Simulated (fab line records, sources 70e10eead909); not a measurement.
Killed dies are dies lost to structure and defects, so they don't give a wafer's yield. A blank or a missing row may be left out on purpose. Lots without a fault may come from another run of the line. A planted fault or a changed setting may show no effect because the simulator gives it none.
Chamber matching | flow nand_harc | NHARC_A_STAIRCASE_DESCUM_312 on rie_diel-02: 4 sister chambers
The step chemistry O2, time 3 s. 14 wafers are shown with their chamber, then 7 later ones without.

WAFERS WITH THEIR CHAMBER
wafer  | chamber | drypump_motor_current_A (A) | showerhead_plenum_p_Torr (Torr) | rf_vpp_V (V)
L083.3 | 1       | 6.0                         | 1.93                            | 57.6
L083.5 | 3       | 5.2                         | 1.79                            | 57.1
L083.6 | 2       | 5.7                         | 1.79                            | 56.3
L085.1 | 0       | 6.0                         | 1.90                            | 58.1
L085.4 | 2       | 5.7                         | 1.79                            | 56.7
L085.6 | 0       | 6.1                         | 1.90                            | 57.3
L086.1 | 1       | 6.0                         | 1.92                            | 57.8
L086.2 | 2       | 5.7                         | 1.79                            | 56.5
L086.6 | 2       | 5.7                         | 1.79                            | 56.8
L088.1 | 2       | 5.7                         | 1.79                            | 57.5
L088.2 | 3       | 5.2                         | 1.79                            | 56.4
L088.4 | 0       | 6.1                         | 1.89                            | 57.4
L087.1 | 1       | 6.0                         | 1.92                            | 58.9
L087.3 | 3       | 5.2                         | 1.79                            | 56.7

SIGNATURES (means of the wafers above)
reading                  | chamber 0 | chamber 1 | chamber 2 | chamber 3 | scatter within a chamber
drypump_motor_current_A  | 6.067     | 6.000     | 5.700     | 5.200     | 0.0258
showerhead_plenum_p_Torr | 1.8967    | 1.9233    | 1.7900    | 1.7900    | 0.00365
rf_vpp_V                 | 57.600    | 58.100    | 56.760    | 56.733    | 0.494
Rule: a wafer's distance from a chamber is the root of the sum, over the readings, of the square of ((its reading less the chamber's mean) divided by the reading's scatter). The wafer belongs to the nearest chamber; if the next one is less than 2 further off, it can't be placed. The scatter: the root of (the sum of the squares of (reading less its chamber's mean) over the shown wafers, divided by (wafers less chambers)).

WAFERS WITHOUT THEIR CHAMBER
wafer  | drypump_motor_current_A (A) | showerhead_plenum_p_Torr (Torr) | rf_vpp_V (V)
L087.4 | 6.1                         | 1.89                            | 56.8
L091.1 | 6.0                         | 1.92                            | 58.7
L091.4 | 5.3                         | 1.79                            | 56.7
L091.6 | 5.7                         | 1.79                            | 57.7
L090.3 | 6.0                         | 1.92                            | 56.8
L090.5 | 5.2                         | 1.79                            | 56.7
L090.6 | 5.7                         | 1.79                            | 57.7

WHICH CHAMBER EACH WENT THROUGH
wafer  | from the rows above | in truth
L087.4 | 0                   | 0
L091.1 | 1                   | 1
L091.4 | 3                   | 3
L091.6 | 2                   | 2
L090.3 | 1                   | 1
L090.5 | 3                   | 3
L090.6 | 2                   | 2
Placed correctly: 7 of 7. Can't be placed from these rows: 0. Placed wrongly: 0.
